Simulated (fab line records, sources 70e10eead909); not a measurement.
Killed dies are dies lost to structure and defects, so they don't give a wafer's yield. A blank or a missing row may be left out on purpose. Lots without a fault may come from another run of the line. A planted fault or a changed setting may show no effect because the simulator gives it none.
One fault seen from 2 desks | flow nand_harc | each desk has only its own numbers; what lay behind them comes last

THE TOOL OWNER'S DESK: pecvd-03
The tool's own readings at NHARC_P_M2_DEP_33 (deposits SiCN, target thk 30 nm): means of the sampled wafers that have a number, for each lot that ran on this tool. A lot is out of limits, marked OUT, if its mean lies more than 4 standard deviations from the usual mean; the brackets give that distance.
Columns: A = chamber_pressure_Torr at NHARC_P_M2_DEP_33, usual 3.000 Torr; B = heater_power_outer_w at NHARC_P_M2_DEP_33, usual 324 W; C = heater_power_w at NHARC_P_M2_DEP_33, usual 590 W
lot  | first seen here | A     | B   | C
L937 | day 7 14:26     | 3.001 | 260 | 472
L938 | day 8 05:48     | 2.998 | 292 | 555
L949 | day 12 16:15    | 2.995 | 298 | 577
L950 | day 13 03:09    | 3.003 | 272 | 531
L952 | day 14 01:16    | 2.995 | 279 | 526
L955 | day 15 03:34    | 3.002 | 297 | 576
This desk's finding: nothing out of limits on any of the 6 lots.

THE METROLOGY DESK
What the gauges read, lot by lot, whatever tool the lot ran on: means of the sampled wafers that have a number. A lot is out of limits, marked OUT, if its mean lies more than 4 standard deviations from the usual mean; the brackets give that distance.
Columns: A = overlay_x_nm at NHARC_P_BONDPAD_OVL_MEAS_38, usual 0 nm; B = overlay_y_nm at NHARC_P_BONDPAD_OVL_MEAS_38, usual -1 nm
lot  | first seen here | A   | B
L934 | day 6 17:41     | 4   | -8
L936 | day 7 09:57     | 0   | 2
L937 | day 7 16:07     | 6   | -11
L938 | day 8 07:29     | -3  | -3
L939 | day 8 20:40     | -4  | -1
L944 | day 10 15:50    | 1   | 5
L943 | day 10 16:00    | -11 | 5
L949 | day 12 18:01    | 4   | -6
L950 | day 13 04:45    | 6   | -9
L951 | day 13 10:32    | -3  | -2
L952 | day 14 02:56    | 3   | 0
L953 | day 14 12:49    | -10 | 0
L955 | day 15 05:18    | 5   | 2
L956 | day 15 20:05    | 3   | 2
This desk's finding: nothing out of limits on any of the 14 lots.

PUT TOGETHER
The tool owner's desk saw nothing out of limits.
The metrology desk saw nothing out of limits.

WHAT THE SIMULATOR HAD PUT IN
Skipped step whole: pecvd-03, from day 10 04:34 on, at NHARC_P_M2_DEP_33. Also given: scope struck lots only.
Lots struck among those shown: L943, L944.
